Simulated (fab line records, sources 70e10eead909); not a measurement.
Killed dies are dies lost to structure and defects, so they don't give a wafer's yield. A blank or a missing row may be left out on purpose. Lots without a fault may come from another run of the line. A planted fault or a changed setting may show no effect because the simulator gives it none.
Which tool did it? | flow nand_harc | 7 lots, 20 wafers sampled, at 3 steps of a route of 1159

WHAT THE GAUGES READ, wafer by wafer
NHARC_A_ONON_D1_THK_MEAS_18: measures by ellipsometry.
lot  | measured     | on            | thk_nm (nm)
L129 | day 8 18:57  | film_metro-01 | 998 996 997
L133 | day 9 01:37  | film_metro-01 | 986 985 985
L138 | day 10 19:16 | film_metro-02 | 991 1542
L142 | day 11 20:47 | film_metro-01 | 1031 1585 1031
L145 | day 12 06:54 | film_metro-02 | 1002 1000 1001
L147 | day 12 14:47 | film_metro-01 | 1009 1008 1009
L152 | day 13 19:16 | film_metro-02 | 1000 1001 1001

WHICH TOOL RAN EACH LOT (tool, then ch and the chambers of the sampled wafers, then the start)
lot  | NHARC_P_BONDPAD_CMP_19        | NHARC_A_ONON_D1_DEP_16
L129 | cmp-04 ch 0,1,2, day 7 08:56  | pecvd_onon-03 ch 0, day 8 18:30
L133 | cmp-04 ch 0,2,3, day 7 15:05  | pecvd_onon-03 ch 0, day 9 01:05
L138 | cmp-03 ch 2,3, day 9 09:15    | pecvd_onon-03 ch 0, day 10 18:44
L142 | cmp-03 ch 1,2,3, day 10 06:42 | pecvd_onon-03 ch 0, day 11 20:17
L145 | cmp-04 ch 0,3, day 10 13:49   | pecvd_onon-01 ch 0, day 12 06:34
L147 | cmp-04 ch 0,3, day 11 00:53   | pecvd_onon-01 ch 0, day 12 14:27
L152 | cmp-03 ch 0,2,3, day 12 09:38 | pecvd_onon-02 ch 0, day 13 18:45
- NHARC_P_BONDPAD_CMP_19: polishes, t overpolish 30 s, cu recess touch 16 s, target thk 160.81 nm.
- NHARC_A_ONON_D1_DEP_16: target thk 1000 nm.

THE ANSWER, worked out from the rows above alone
Rule: what is usual is taken from the lots themselves. Put in order of their means at a reading, lots are off if they are a third of the lots or fewer, leave a main group of 4 or more, and stand apart from it by a gap of 3 or more times the standard deviation of the main group's means; of several such gaps the widest counts. A main group whose means are all the same, to the digits that the tables above print for the reading, isn't used. A lot without any number at a reading at which 4 lots or more have one is off too. The other lots that the step has rows for count as sound.
Off: L138, L142, at NHARC_A_ONON_D1_THK_MEAS_18 (thk_nm). The main group: mean 999 nm, standard deviation 7.6.
A tool fits if, at a process step before that reading, it ran every lot that is off, and no sound lot after the first of them. The gauges at NHARC_A_ONON_D1_THK_MEAS_18 are tried like those tools. One fits: pecvd_onon-03 at NHARC_A_ONON_D1_DEP_16. Its last sound lot is L133 (day 9 01:05), its first lot that is off L138 (day 10 18:44): a fault that began between those two fits.

WHAT THE SIMULATOR HAD PUT IN
Process parameter drift: pecvd_onon-03, from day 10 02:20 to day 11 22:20, at NHARC_A_ONON_D1_DEP_16. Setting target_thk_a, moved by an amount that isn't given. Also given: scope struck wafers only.
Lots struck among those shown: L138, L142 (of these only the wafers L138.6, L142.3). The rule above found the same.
